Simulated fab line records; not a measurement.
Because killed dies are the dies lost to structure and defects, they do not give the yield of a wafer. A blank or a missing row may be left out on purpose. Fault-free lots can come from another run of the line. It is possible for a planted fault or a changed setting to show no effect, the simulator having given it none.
fab line records	flow n5-finfet
[record] lots = 8	wafers = 24	last-day = 18
route steps=1938 shown MOL_CONTACT_COAG@627 BEOL_M0_SAQP@638 BEOL_M0_CUTY@710 BEOL_M4@1111 PASSIVATION@1936
lots that met no fault: taken from a fault-free run of the same line
start-h: the number of hours between the record's first day and the start of the first shown wafer of the lot	wait-h: time in hours since the lot's previous step	" unchanged from the row above	L1.1+2: a row that stands for several wafers	- either no value or no given start	* or withheld: withheld	< > ~ a bound
route shown NAME@n: NAME is a module with steps in the file, n the number in the route of the first one	usual: the fault-free wafers' mean and standard deviation	same: alike in all rows	chamber/n: place in a boat	sites: the reading at each site	_std_site: the values' standard deviation	_edge_site: mean of outer sites minus mean of inner sites	radius-mm: how far each site lies from the wafer's centre	mask NAME#n: copy n	behind: the most recent tool/chamber to have shaped the wafer	hold: cause of the lot's hold/its duration in hours/its outcome	device: which transistor (n, p or np) failed to switch	end of line: tests of these same wafers at the route's end	a step with no rows: only its recipe	killed: the dies lost at the first sort to structure and to defects; this is not the yield of the wafer	map: per-die view of a wafer (x killed, . not killed, _ where there is no die)
set.NAME: the setting as run; set.NAME@STEP: as run at that earlier step	model.NAME: the simulator's own value behind a step, which no gauge read
one table for each step of the route and one row for each wafer, over a sample of lots
services: a tool's chamber out of use, with start hour (start-h, from the record's first day; less than 0 if before it), hours out, and reason
[[steps]]
[step N5_MOL_CONTACT_COAG_CMP_52]
[recipe] stop-on = SiO2	t-overpolish-s = 1.5	post-cmp-clean = w-dilute-nh4oh	down-force-psi = 4	platen-rpm = 50.289	pad-velocity-m-s = 1.0006	target-thk-nm = 66.5
[usual] motor-current-A = 11.8/1.4	overpolish-run-s = 1.500/0.0084	retaining-ring-pressure-frac = 0.999/0.0046	time-to-endpoint-s = 14.0/2.1
lot.wafer	tool	chamber	start-h	wait-h	motor-current-A	overpolish-run-s	retaining-ring-pressure-frac	time-to-endpoint-s
L815.3	cmp-03	0	113.66	0.1	10.3	1.497	1.002	18.0
L815.4	"	2	"	"	13.0	1.496	1.006	16.0
L815.6	"	0	"	"	10.5	1.506	1.005	17.3
L816.2	cmp-03	0	124.08	0.1	11.2	1.494	1.000	17.2
L816.4	"	1	"	"	12.6	1.492	1.001	12.0
L816.5	"	3	"	"	13.1	1.487	0.997	16.3
L821.2	cmp-01	0	146.66	0.2	11.6	1.500	0.992	18.3
L821.4	"	1	"	"	13.9	1.494	1.003	17.5
L821.3	"	2	"	"	13.9	1.490	1.001	18.3
L822.2	cmp-02	1	156.15	0.1	10.9	1.504	1.000	14.2
L822.4	"	2	"	"	11.9	1.491	0.995	12.5
L822.1	"	3	"	"	13.2	1.504	1.002	11.2
L824.4	cmp-01	1	171.93	0.1	14.6	1.501	0.997	13.8
L824.2	"	2	"	"	14.0	1.500	1.000	12.9
L824.6	"	0	"	"	11.3	1.499	0.996	18.7
L827.2	cmp-03	2	191.50	0.0	12.4	1.505	1.004	12.3
L827.3	"	1	"	"	13.4	1.514	0.998	12.7
L827.5	"	2	"	"	12.6	1.495	1.001	11.5
L831.4	cmp-02	0	211.71	0.0	9.8	1.483	1.007	13.3
L831.2	"	3	"	"	13.8	1.497	1.004	13.1
L831.6	"	1	"	"	10.6	1.490	0.998	15.5
L833.3	cmp-02	1	223.92	0.0	10.5	1.510	1.005	13.5
L833.4	"	0	"	"	10.1	1.491	1.001	10.2
L833.5	"	2	"	"	12.3	1.509	0.999	14.6
[step N5_BEOL_M0_SAQP_PECVD_04]
[recipe] material = a-Si	target-thk-a = 600	temp-c = 350	precursor = SiH4/He	pressure-torr = 3	rf-w = 100	time-s = 60.2
[usual] heater-power-w = 623/86	showerhead-plenum-p-Torr = 5.69/0.063	throttle-valve-pct = 18.7/1.2
lot.wafer	tool	chamber	start-h	wait-h	heater-power-w	showerhead-plenum-p-Torr	throttle-valve-pct
L815.3	pecvd-04	0	120.22	0.0	621	5.72	19.0
L815.4	"	0	"	"	598	5.70	19.0
L815.6	"	2	"	"	501	5.61	17.6
L816.2	pecvd-01	2	128.72	0.0	890	5.54	16.7
L816.4	"	1	"	"	560	5.68	18.8
L816.5	"	2	"	"	881	5.54	16.8
L821.2	pecvd-01	0	151.04	0.0	669	5.76	20.7
L821.3	"	1	"	"	624	5.69	19.1
L821.4	"	2	"	"	871	5.55	16.7
L822.1	pecvd-04	2	160.35	0.0	490	5.62	17.8
L822.2	"	0	"	"	529	5.71	18.9
L822.4	"	0	"	"	544	5.72	19.2
L824.2	pecvd-04	1	233.66	0.0	606	5.73	18.2
L824.4	"	2	"	"	475	5.61	16.1
L824.6	"	1	"	"	610	5.73	18.2
L827.2	pecvd-01	0	233.82	0.0	613	5.76	20.6
L827.3	"	0	"	"	634	5.77	20.6
L827.5	"	0	"	"	630	5.76	20.8
L833.3	pecvd-04	2	234.02	0.0	542	5.60	16.1
L833.4	"	0	"	"	555	5.72	19.1
L833.5	"	1	"	"	531	5.72	18.0
L831.2	pecvd-03	1	234.73	0.0	650	5.65	18.9
L831.4	"	2	"	"	570	5.63	18.4
L831.6	"	0	"	"	630	5.73	19.1
[step N5_BEOL_M0_SAQP_HM_DEP_111]
[recipe] material = SiO2	target-thk-a = 120	temp-c = 400	precursor = SiH4/N2O	pressure-torr = 0.75	rf-w = 275	time-s = 7.2
[usual] heater-power-w = 754/90	showerhead-plenum-p-Torr = 8.18/0.14
lot.wafer	tool	chamber	start-h	wait-h	heater-power-w	showerhead-plenum-p-Torr
L815.3	pecvd-04	2	120.35	0.0	710	8.01
L815.4	"	1	"	"	704	8.31
L815.6	"	0	"	"	659	8.27
L816.2	pecvd-03	1	128.85	0.0	842	8.11
L816.4	"	1	"	"	848	8.12
L816.5	"	0	"	"	772	8.29
L821.2	pecvd-04	0	151.18	0.0	733	8.26
L821.3	"	1	"	"	733	8.33
L821.4	"	0	"	"	710	8.25
L822.1	pecvd-03	1	160.48	0.0	803	8.12
L822.2	"	2	"	"	784	8.11
L822.4	"	1	"	"	801	8.14
L824.2	pecvd-04	0	233.80	0.0	777	8.25
L824.4	"	1	"	"	763	8.32
L824.6	"	0	"	"	773	8.27
L827.2	pecvd-01	1	234.04	0.1	749	8.20
L827.3	"	1	"	"	735	8.18
L827.5	"	0	"	"	772	8.41
L833.3	pecvd-03	2	234.15	0.0	853	8.08
L833.4	"	0	"	"	691	8.29
L833.5	"	1	"	"	883	8.10
L831.2	pecvd-03	1	234.97	0.1	816	8.14
L831.4	"	1	"	"	788	8.09
L831.6	"	0	"	"	672	8.30
[step N5_BEOL_M0_SAQP_INSPECT_16]
[recipe] mode = adi	inspect-instrument = brightfield
[usual] raw-defect-count = 464/120
lot.wafer	tool	chamber	start-h	wait-h	raw-defect-count
L815.3	defect-inspect-02	-	120.85	0.0	478
L815.4	"	-	"	"	440
L815.6	"	-	"	"	405
L816.2	defect-inspect-02	-	129.35	0.0	413
L816.4	"	-	"	"	540
L816.5	"	-	"	"	502
L821.2	defect-inspect-02	-	151.55	0.0	579
L821.3	"	-	"	"	618
L821.4	"	-	"	"	673
L822.1	defect-inspect-01	-	161.00	0.0	305
L822.2	"	-	"	"	696
L822.4	"	-	"	"	294
L824.2	defect-inspect-01	-	234.62	0.3	521
L824.4	"	-	"	"	1020
L824.6	"	-	"	"	438
L827.2	defect-inspect-01	-	234.63	0.1	404
L827.3	"	-	"	"	357
L827.5	"	-	"	"	386
L833.3	defect-inspect-01	-	234.89	0.0	389
L833.4	"	-	"	"	497
L833.5	"	-	"	"	409
L831.2	defect-inspect-01	-	235.47	0.0	390
L831.4	"	-	"	"	250
L831.6	"	-	"	"	358
[step N5_BEOL_M0_SAQP_STRIP_86]
[recipe] chemistry = N2/H2	power-w = 500	temp-c = 40	pressure-mtorr = 50	rf-frequency-hz = 6e+07	overash-fraction = 0.3	bias-power-w = 28	h2-frac = 0.5	n2-flow-sccm = 300	h2-flow-sccm = 300
[usual] drypump-motor-current-A = 5.8/0.71	n2-flow-sccm = 300.0/0.79	oes-product-au = 0.76/0.08	rf-vpp-V = 121.9/1.4	showerhead-plenum-p-Torr = 3.36/0.12	throttle-valve-pct = 18.97/0.28
[same] overash-fraction = 0.3
lot.wafer	tool	chamber	start-h	wait-h	drypump-motor-current-A	n2-flow-sccm	oes-product-au	rf-hours-counter-h	rf-vpp-V	showerhead-plenum-p-Torr	throttle-valve-pct
L815.3	rie-diel-05	1	121.26	0.1	6.7	299.3	0.75	140	122.1	3.22	19.08
L815.4	"	2	"	"	5.3	300.1	0.72	193	122.2	3.47	18.81
L815.6	"	1	"	"	6.7	299.3	0.75	-	120.0	3.22	19.06
L816.2	rie-diel-01	3	129.85	0.1	4.7	299.0	0.72	209	122.6	3.32	19.13
L816.4	"	1	"	"	5.2	301.0	0.69	209	120.3	3.45	18.85
L816.5	"	2	"	"	5.5	300.9	0.78	-	124.0	3.34	18.92
L821.2	rie-diel-06	3	151.96	0.1	5.5	300.4	0.74	171	122.3	3.34	19.22
L821.3	"	2	"	"	6.5	299.0	0.96	0	121.8	3.31	18.55
L821.4	"	0	"	"	6.4	300.2	0.84	67	123.1	3.54	18.41
L822.1	rie-diel-05	2	161.47	0.1	5.3	299.3	0.70	204	124.3	3.46	18.84
L822.2	"	3	"	"	5.0	299.5	0.94	12	122.7	3.59	18.78
L822.4	"	0	"	"	6.7	298.8	0.69	197	119.8	3.18	19.46
L824.2	rie-diel-01	1	235.35	0.2	5.2	300.5	0.68	244	120.5	3.44	18.89
L824.4	"	0	"	"	5.0	299.9	0.75	176	122.9	3.48	19.20
L824.6	"	1	"	"	5.2	300.6	0.67	-	121.5	3.44	18.90
L827.2	rie-diel-05	2	235.36	0.1	5.3	299.2	0.69	223	123.5	3.45	18.86
L827.3	"	0	"	"	6.7	299.8	0.67	224	119.4	3.17	19.49
L827.5	"	2	"	"	5.3	298.9	0.69	-	122.7	3.45	18.86
L833.3	rie-diel-06	0	235.81	0.1	6.4	298.9	0.81	85	122.2	3.53	18.47
L833.4	"	1	"	"	5.4	301.1	0.72	200	120.0	3.32	18.93
L833.5	"	0	"	"	6.4	299.1	0.82	-	123.7	3.53	18.46
L831.2	rie-diel-05	2	236.32	0.1	5.3	300.7	0.69	223	123.1	3.45	18.87
L831.4	"	0	"	"	6.7	300.5	0.68	225	120.8	3.16	19.48
L831.6	"	3	"	"	5.0	299.7	0.90	-	121.9	3.58	18.81
[step N5_BEOL_M0_SAQP_INSPECT_42]
[recipe] mode = adi	inspect-instrument = brightfield
[usual] raw-defect-count = 276/79
lot.wafer	tool	chamber	start-h	wait-h	raw-defect-count
L815.3	defect-inspect-01	-	124.63	0.0	428
L815.4	"	-	"	"	304
L815.6	"	-	"	"	242
L816.2	defect-inspect-01	-	133.34	0.0	311
L816.4	"	-	"	"	353
L816.5	"	-	"	"	417
L821.2	defect-inspect-01	-	155.34	0.0	390
L821.3	"	-	"	"	329
L821.4	"	-	"	"	318
L822.1	defect-inspect-01	-	164.99	0.1	232
L822.2	"	-	"	"	374
L822.4	"	-	"	"	217
L824.2	defect-inspect-02	-	239.94	0.0	353
L824.4	"	-	"	"	709
L824.6	"	-	"	"	245
L827.2	defect-inspect-01	-	239.99	0.0	331
L827.3	"	-	"	"	203
L827.5	"	-	"	"	240
L833.3	defect-inspect-01	-	241.37	0.0	297
L833.4	"	-	"	"	251
L833.5	"	-	"	"	233
L831.2	defect-inspect-02	-	243.95	0.0	272
L831.4	"	-	"	"	166
L831.6	"	-	"	"	279
[step N5_BEOL_M0_CUTY_INSPECT_59]
[recipe] mode = adi	inspect-instrument = macro
[usual] raw-defect-count = 2.1/1.4
lot.wafer	tool	chamber	start-h	wait-h	raw-defect-count
L815.3	defect-inspect-02	-	126.02	0.0	1
L815.4	"	-	"	"	1
L815.6	"	-	"	"	1
L816.2	defect-inspect-02	-	135.53	0.0	2
L816.4	"	-	"	"	2
L816.5	"	-	"	"	1
L821.2	defect-inspect-02	-	157.36	0.0	2
L821.3	"	-	"	"	0
L821.4	"	-	"	"	0
L822.1	defect-inspect-02	-	166.26	0.0	2
L822.2	"	-	"	"	1
L822.4	"	-	"	"	5
L824.2	defect-inspect-02	-	242.34	0.0	2
L824.4	"	-	"	"	231
L824.6	"	-	"	"	4
L827.2	defect-inspect-02	-	242.57	0.0	2
L827.3	"	-	"	"	2
L827.5	"	-	"	"	3
L833.3	defect-inspect-01	-	243.06	0.0	2
L833.4	"	-	"	"	1
L833.5	"	-	"	"	2
L831.2	defect-inspect-01	-	245.40	0.0	3
L831.4	"	-	"	"	5
L831.6	"	-	"	"	0
[step N5_BEOL_M4_RC_MEAS_101]
[usual] DIBL_N = 36.3/1.9	DIBL_P = 36.0/2.1	IOFF_N = 0.16/0.031	IOFF_P = 0.21/0.035	ION_N = 675/14	ION_P = 464/8.5	SS_N = 71.5/0.6	SS_P = 73.3/0.72	VT_N = 250/3.2	VT_P = -250/3.1
lot.wafer	tool	chamber	start-h	wait-h	DIBL_N[mV/V]	DIBL_P[mV/V]	IOFF_N[nA/um]	IOFF_P[nA/um]	ION_N[uA/um]	ION_P[uA/um]	SS_N[mV/dec]	SS_P[mV/dec]	VT_N[mV]	VT_P[mV]
L815.3	prober-01	0	174.19	0.3	33.5	31.3	0.11	0.14	649	443	70.3	72.5	254	-258
L815.4	"	0	"	"	37.7	36.1	0.17	0.20	662	455	72.0	73.5	253	-252
L815.6	"	0	"	"	34.6	32.5	0.13	0.15	664	452	71.9	72.4	253	-256
L816.2	prober-01	0	183.01	0.2	34.5	36.0	0.14	0.19	691	475	70.4	73.7	249	-252
L816.4	"	0	"	"	34.5	36.8	0.14	0.20	673	464	70.9	74.3	251	-250
L816.5	"	0	"	"	39.1	41.7	0.24	0.29	698	470	71.9	74.9	242	-247
L821.2	prober-01	0	202.23	0.2	33.6	31.7	0.10	0.16	667	464	70.8	71.8	257	-254
L821.3	"	0	"	"	36.4	35.0	0.14	0.21	675	462	72.4	72.9	252	-248
L821.4	"	0	"	"	35.0	34.1	0.12	0.20	663	462	70.9	72.1	255	-249
L822.1	prober-01	0	208.91	0.0	37.2	39.2	0.19	0.23	662	451	72.9	73.5	250	-249
L822.2	"	0	"	"	33.7	35.7	0.13	0.18	667	454	70.8	72.9	252	-255
L822.4	"	0	"	"	30.6	31.6	0.09	0.13	638	441	70.6	72.3	256	-255
L827.2	prober-01	0	285.25	0.2	37.7	35.8	0.17	0.22	691	473	72.6	73.5	248	-246
L827.3	"	0	"	"	36.4	34.5	0.15	0.19	675	462	72.1	72.9	250	-251
L827.5	"	0	"	"	37.2	34.4	0.16	0.19	676	460	72.3	72.9	251	-251
L833.3	prober-01	0	289.68	0.3	35.2	36.5	0.14	0.17	678	458	70.4	72.9	248	-257
L833.4	"	0	"	"	35.7	36.8	0.16	0.18	681	457	71.7	73.2	248	-254
L833.5	"	0	"	"	37.2	39.7	0.19	0.22	698	471	72.5	73.5	246	-250
L824.2	prober-01	0	295.61	0.2	38.0	36.9	0.18	0.25	688	464	71.5	73.6	248	-250
L824.4	"	0	"	"	39.8	38.6	0.22	0.28	686	470	72.1	74.4	247	-246
L824.6	"	0	"	"	36.5	34.7	0.15	0.21	667	458	71.7	72.7	251	-250
L831.2	prober-02	0	307.71	0.2	37.5	35.8	0.16	0.21	694	471	71.5	74.1	249	-249
L831.4	"	0	"	"	39.9	38.6	0.21	0.25	683	462	72.6	74.0	245	-247
L831.6	"	0	"	"	40.5	39.5	0.24	0.27	715	481	72.2	74.0	244	-245
[step N5_PASSIVATION_PROBE_49]
[usual] defect-limited-yield = 91.0/1.5	killed_at_M0_to_M3 = 32/9.6	killed_at_M4_up = 13/4.7	killed-at-contacts = 13/7.2	killed-at-front-end = 44/13	killed-at-other = 4/3.4	killed-dies = 106/18	killed-on-rim = 14/4.2	killed-open = 70/13	killed-short = 35/8	sort_bin_5_function = 5.3/0.97	sort_bin_6_memory = 3.4/0.73	sort_bin_8_speed = 0.00/0.036	sort-n-pass = 1074/18	sort-yield-pct = 91.0/1.5
[same] gross-dies = 1180	killed-at-back-side = 0	sort_bin_4_leakage[%] = 0
lot.wafer	tool	chamber	start-h	wait-h	defect-limited-yield[%]	killed_at_M0_to_M3	killed_at_M4_up	killed-at-contacts	killed-at-front-end	killed-at-other	killed-dies	killed-on-rim	killed-open	killed-short	sort_bin_5_function[%]	sort_bin_6_memory[%]	sort_bin_8_speed[%]	sort-n-pass	sort-yield-pct[%]
L815.3	prober-01	-	255.80	0.1	89.4	42	16	18	45	4	125	16	85	40	5.4	5.0	0	1055	89.4
L815.4	prober-01	-	255.85	0.2	90.9	34	14	19	36	4	107	11	61	43	5.4	3.1	0	1073	90.9
L815.6	prober-01	-	255.95	0.3	90.6	24	13	30	40	4	111	20	81	28	6.9	2.2	0	1069	90.6
L816.2	prober-02	-	260.82	0.1	87.5	37	13	24	71	2	147	14	106	41	6.8	5.2	0	1033	87.5
L816.4	prober-02	-	260.92	0.2	90.0	30	20	13	47	8	118	16	78	39	6.1	3.6	0	1062	90.0
L816.5	prober-02	-	260.97	0.2	91.1	23	13	14	49	6	105	17	66	39	5.9	2.5	0	1075	91.1
L821.2	prober-02	-	278.65	0.1	91.2	28	9	24	39	4	104	22	73	31	5.3	3.2	0	1076	91.2
L821.3	prober-02	-	278.70	0.1	91.7	29	4	14	49	2	98	7	68	25	4.3	3.4	0	1082	91.7
L821.4	prober-02	-	278.75	0.2	92.4	27	7	11	38	7	90	15	67	23	5.1	2.3	0	1090	92.4
L822.1	prober-01	-	295.16	0.0	92.4	21	11	10	41	7	90	10	56	32	4.3	3.0	0	1090	92.4
L822.2	prober-01	-	295.21	0.1	91.3	21	7	8	65	2	103	18	72	29	4.7	3.8	0	1077	91.3
L822.4	prober-01	-	295.31	0.2	93.9	24	10	7	27	4	72	14	44	27	3.4	2.5	0.42	1103	93.5
L827.2	prober-02	-	375.95	0.1	92.5	41	8	6	32	2	89	13	59	28	5.2	2.1	0	1091	92.5
L827.3	prober-02	-	376.00	0.1	92.2	36	12	14	30	0	92	10	56	34	4.8	2.7	0	1088	92.2
L827.5	prober-02	-	376.10	0.2	93.9	22	15	14	20	1	72	8	46	23	3.2	2.6	0	1108	93.9
L833.3	prober-01	-	396.16	0.1	89.8	28	13	4	59	16	120	16	69	49	5.7	4.0	0	1060	89.8
L833.4	prober-01	-	396.21	0.2	91.2	23	16	28	31	6	104	11	69	34	5.0	3.2	0	1076	91.2
L833.5	prober-01	-	396.26	0.2	92.7	13	12	18	36	7	86	6	58	28	4.5	2.5	0	1094	92.7
L824.2	prober-01	-	402.45	0.1	87.9	35	13	5	90	0	143	16	104	37	8.1	3.6	0	1037	87.9
L824.4	prober-01	-	402.55	0.2	82.5	98	18	7	83	0	206	28	93	39	11.5	4.6	0	974	82.5
L824.6	prober-01	-	402.65	0.3	87.6	50	13	13	70	0	146	20	99	44	6.5	4.9	0	1034	87.6
L831.2	prober-01	-	420.86	0.1	87.6	67	11	8	53	7	146	19	84	57	6.2	5.7	0	1034	87.6
L831.4	prober-01	-	420.96	0.2	90.3	32	10	18	49	5	114	12	76	32	5.4	3.7	0	1066	90.3
L831.6	prober-01	-	421.06	0.3	87.6	49	20	12	58	7	146	25	98	48	6.5	5.4	0	1034	87.6
// killed by level:class
L815.3 STI_FIN_REVEAL:geometric-particle:open=23 MOL_CONTACT_COAG:geometric-particle:open=16 STI_FIN_REVEAL:geometric-particle:short=8 BEOL_M0_SAQP:geometric-particle:short=8 BEOL_M2:geometric-particle:open=8 BEOL_M4:geometric-particle:open=7 BEOL_M0_SAQP:geometric-particle:open=7 BEOL_M3:geometric-particle:open=7
L815.4 MOL_CONTACT_COAG:geometric-particle:open=16 BEOL_M0_SAQP:geometric-particle:open=9 GATE_CUT:geometric-particle:short=7 BEOL_M0_SAQP:geometric-particle:short=7 BEOL_M4:geometric-particle:short=6 BEOL_M3:geometric-particle:open=5 BEOL_M5:geometric-particle:open=5 STI_FIN_REVEAL:geometric-particle:open=4
L815.6 MOL_CONTACT_COAG:geometric-particle:open=25 BEOL_M3:geometric-particle:open=12 STI_FIN_REVEAL:geometric-particle:open=11 GATE_CUT:geometric-particle:short=6 DUMMY_GATE:geometric-particle:open=6 STI_FIN_REVEAL:geometric-particle:short=5 FIN_SAQP:geometric-particle:open=4 MOL_CONTACT_COAG:geometric-particle:short=4
L816.2 MOL_CONTACT_COAG:geometric-particle:open=20 FIN_SAQP:geometric-particle:open=19 STI_FIN_REVEAL:geometric-particle:open=15 FIN_SAQP:geometric-particle:short=14 BEOL_M3:geometric-particle:open=10 BEOL_M0_SAQP:geometric-particle:open=9 BEOL_M4:geometric-particle:open=7 BEOL_M2:geometric-particle:open=6
L816.4 MOL_CONTACT_COAG:geometric-particle:open=12 FIN_SAQP:geometric-particle:open=10 BEOL_M0_SAQP:geometric-particle:open=10 BEOL_M4:geometric-particle:open=10 STI_FIN_REVEAL:geometric-particle:open=5 FIN_SAQP:geometric-particle:short=4 STI_FIN_REVEAL:geometric-particle:short=4 DUMMY_GATE:geometric-particle:open=4
L816.5 FIN_SAQP:geometric-particle:open=17 MOL_CONTACT_COAG:geometric-particle:open=11 BEOL_M0_SAQP:geometric-particle:open=7 FIN_SAQP:geometric-particle:short=6 STI_FIN_REVEAL:geometric-particle:open=6 GATE_CUT:geometric-particle:short=6 BEOL_M0_SAQP:geometric-particle:short=5 BEOL_M2:geometric-particle:open=5
L821.2 MOL_CONTACT_COAG:geometric-particle:open=18 FIN_SAQP:geometric-particle:open=8 BEOL_M0_SAQP:geometric-particle:open=7 BEOL_M0_SAQP:geometric-particle:short=7 MOL_CONTACT_COAG:geometric-particle:short=6 BEOL_M1:geometric-particle:open=6 STARTING-WAFER:geometric-particle:short=5 FIN_SAQP:geometric-particle:short=4
L821.3 FIN_SAQP:geometric-particle:open=12 BEOL_M0_SAQP:geometric-particle:open=12 MOL_CONTACT_COAG:geometric-particle:open=11 DUMMY_GATE:geometric-particle:open=6 BEOL_M0_SAQP:geometric-particle:short=5 HKMG_FIN:area-etch=5 FIN_SAQP:geometric-particle:short=4 STI_FIN_REVEAL:geometric-particle:open=4
L821.4 STI_FIN_REVEAL:geometric-particle:open=10 MOL_CONTACT_COAG:geometric-particle:open=7 BEOL_M2:geometric-particle:open=7 BEOL_M1:geometric-particle:open=7 DUMMY_GATE:geometric-particle:open=4 MOL_CONTACT_COAG:geometric-particle:short=4 BEOL_M3:geometric-particle:open=4 STARTING-WAFER:geometric-particle:open=4
L822.1 STI_FIN_REVEAL:geometric-particle:open=13 MOL_CONTACT_COAG:geometric-particle:open=10 FIN_SAQP:geometric-particle:open=9 BEOL_M0_SAQP:geometric-particle:short=8 GATE_CUT:geometric-particle:short=5 BEOL_M4:geometric-particle:open=5 BEOL_M0_SAQP:geometric-particle:open=4 BEOL_M2:geometric-particle:open=4
L822.2 STI_FIN_REVEAL:geometric-particle:open=32 FIN_SAQP:geometric-particle:short=8 STI_FIN_REVEAL:geometric-particle:short=8 MOL_CONTACT_COAG:geometric-particle:open=7 BEOL_M2:geometric-particle:open=6 FIN_SAQP:geometric-particle:open=5 BEOL_M1:geometric-particle:open=5 STARTING-WAFER:geometric-particle:short=4
L822.4 BEOL_M2:geometric-particle:open=7 FIN_SAQP:geometric-particle:open=6 MOL_CONTACT_COAG:geometric-particle:open=5 FIN_SAQP:geometric-particle:short=4 GATE_CUT:geometric-particle:short=4 GATE_CUT:geometric-particle:open=4 BEOL_M0_SAQP:geometric-particle:short=4 BEOL_M4:geometric-particle:open=4
L827.2 BEOL_M0_SAQP:geometric-particle:open=16 FIN_SAQP:geometric-particle:short=9 BEOL_M0_SAQP:geometric-particle:short=9 DUMMY_GATE:geometric-particle:open=6 MOL_CONTACT_COAG:geometric-particle:open=6 FIN_SAQP:geometric-particle:open=5 BEOL_M1:geometric-particle:open=4 BEOL_M2:geometric-particle:open=4
L827.3 BEOL_M0_SAQP:geometric-particle:open=13 MOL_CONTACT_COAG:geometric-particle:open=12 FIN_SAQP:geometric-particle:short=9 BEOL_M0_SAQP:geometric-particle:short=8 FIN_SAQP:geometric-particle:open=7 BEOL_M2:geometric-particle:open=6 GATE_CUT:geometric-particle:short=3 BEOL_M4:geometric-particle:open=3
L827.5 MOL_CONTACT_COAG:geometric-particle:open=12 BEOL_M0_SAQP:geometric-particle:open=8 BEOL_M0_SAQP:geometric-particle:short=7 FIN_SAQP:geometric-particle:open=6 BEOL_M4:geometric-particle:open=6 BEOL_M3:geometric-particle:open=4 STARTING-WAFER:geometric-particle:short=3 STARTING-WAFER:geometric-particle:open=3
L833.3 FIN_SAQP:geometric-particle:open=17 FIN_SAQP:geometric-particle:short=12 GATE_CUT:geometric-particle:short=11 BEOL_M1:geometric-particle:open=9 STI_FIN_REVEAL:geometric-particle:open=5 BEOL_M5:geometric-particle:open=5 PASS1_DEP:geometric-particle:short=5 MIM_TOP_ETCH:geometric-particle:short=5
L833.4 MOL_CONTACT_COAG:geometric-particle:open=19 STI_FIN_REVEAL:geometric-particle:open=10 MOL_CONTACT_COAG:geometric-particle:short=9 FIN_SAQP:geometric-particle:short=6 BEOL_M2:geometric-particle:open=6 FIN_SAQP:geometric-particle:open=5 BEOL_M0_SAQP:geometric-particle:short=5 BEOL_M0_SAQP:geometric-particle:open=5
L833.5 MOL_CONTACT_COAG:geometric-particle:open=15 FIN_SAQP:geometric-particle:open=9 FIN_SAQP:geometric-particle:short=8 BEOL_M4:geometric-particle:open=7 STI_FIN_REVEAL:geometric-particle:open=4 BEOL_M2:geometric-particle:open=4 PASS1_CAP:geometric-particle:short=3 DUMMY_GATE:geometric-particle:open=3
L824.2 FIN_SAQP:geometric-particle:open=30 STI_FIN_REVEAL:geometric-particle:open=18 BEOL_M0_SAQP:geometric-particle:open=16 FIN_SAQP:geometric-particle:short=12 BEOL_M1:geometric-particle:open=9 BEOL_M4:geometric-particle:open=7 DUMMY_GATE:geometric-particle:open=5 BEOL_M0_SAQP:geometric-particle:short=5
L824.4 BEOL_M0_SAQP:unspecified=71 FIN_SAQP:geometric-particle:open=19 STI_FIN_REVEAL:geometric-particle:open=15 DUMMY_GATE:geometric-particle:open=15 FIN_SAQP:geometric-particle:short=14 BEOL_M4:geometric-particle:open=10 BEOL_M0_SAQP:geometric-particle:open=8 GATE_CUT:geometric-particle:short=5
L824.6 STI_FIN_REVEAL:geometric-particle:open=21 BEOL_M0_SAQP:geometric-particle:short=19 FIN_SAQP:geometric-particle:open=17 BEOL_M0_SAQP:geometric-particle:open=13 MOL_CONTACT_COAG:geometric-particle:open=11 FIN_SAQP:geometric-particle:short=8 BEOL_M4:geometric-particle:open=8 BEOL_M1:geometric-particle:open=6
L831.2 BEOL_M0_SAQP:geometric-particle:short=24 BEOL_M0_SAQP:geometric-particle:open=19 FIN_SAQP:geometric-particle:open=14 BEOL_M3:geometric-particle:open=13 FIN_SAQP:geometric-particle:short=12 STI_FIN_REVEAL:geometric-particle:open=9 MOL_CONTACT_COAG:geometric-particle:open=7 GATE_CUT:geometric-particle:short=4
L831.4 FIN_SAQP:geometric-particle:open=14 BEOL_M0_SAQP:geometric-particle:open=14 MOL_CONTACT_COAG:geometric-particle:open=14 FIN_SAQP:geometric-particle:short=11 STI_FIN_REVEAL:geometric-particle:open=8 BEOL_M0_SAQP:geometric-particle:short=7 BEOL_M3:geometric-particle:open=6 BEOL_M4:geometric-particle:open=6
L831.6 FIN_SAQP:geometric-particle:open=21 BEOL_M0_SAQP:geometric-particle:short=18 BEOL_M0_SAQP:geometric-particle:open=15 FIN_SAQP:geometric-particle:short=12 BEOL_M4:geometric-particle:open=11 MOL_CONTACT_COAG:geometric-particle:open=11 STI_FIN_REVEAL:geometric-particle:open=10 BEOL_M3:geometric-particle:open=9
[[services]]
tool	chamber	start-h	hours	kind
cmp-03	-	90.52	1.1	repair
rie-diel-05	3	93.56	-	clean
rie-diel-05	3	93.56	-	consumable-replace:focus-ring
pecvd-04	2	124.66	5.0	scheduled-down
pecvd-04	0	128.16	4.9	repair
pecvd-04	2	129.89	5.5	scheduled-down
pecvd-03	2	145.82	5.5	scheduled-down
cmp-03	-	153.60	5.6	pm
cmp-01	-	156.94	4.0	pm
pecvd-01	-	157.17	2.1	repair
pecvd-03	0	158.99	5.5	scheduled-down
rie-diel-05	2	167.42	14.2	repair
rie-diel-06	-	168.33	28.1	pm
cmp-01	-	180.89	3.8	repair
pecvd-04	2	191.56	2.1	scheduled-down
cmp-02	-	192.55	0.3	repair
pecvd-04	2	202.38	-	clean
pecvd-04	2	202.38	-	consumable-replace:showerhead
pecvd-04	2	202.38	29.0	scheduled-down
pecvd-04	2	202.38	29.0	vent-cycle
pecvd-03	1	210.14	2.1	scheduled-down
cmp-01	-	224.40	0.8	repair
cmp-01	-	231.27	3.5	pm
cmp-02	-	234.08	4.0	pm
[[key]]
[first-sign] step = N5_BEOL_M0_SAQP_INSPECT_16	reading = raw-defect-count	direction = up	sigmas = 4.7	usual = 464	struck = 1020
[effect] step = N5_BEOL_M0_SAQP_INSPECT_42	reading = raw-defect-count	direction = up	sigmas = 5.5	usual = 276	struck = 709
[effect] step = N5_BEOL_M0_CUTY_INSPECT_59	reading = raw-defect-count	direction = up	sigmas = 99+	usual = 2.1	struck = 231
[effect] step = N5_PASSIVATION_PROBE_49	reading = killed_at_M0_to_M3	direction = up	sigmas = 6.9	usual = 32	struck = 98
[more-kills-born-at] N5_BEOL_M0_SAQP_HM_DEP_111@pecvd-04 = 71
met-at N5_BEOL_M0_SAQP_HM_DEP_111
struck-lots L824
struck-wafers L824.4
not-acting-at N5_MOL_CONTACT_COAG_CMP_52,N5_BEOL_M0_SAQP_PECVD_04,N5_BEOL_M0_SAQP_STRIP_86
onset-between 151.18 233.80
[fault] kind = chamber-particle-source	tool = pecvd-04	chamber = 1	onset-h = 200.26	steps = N5_BEOL_M0_SAQP_HM_DEP_111	rate-per-visit-cm2 = 0.37881	end-h = 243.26
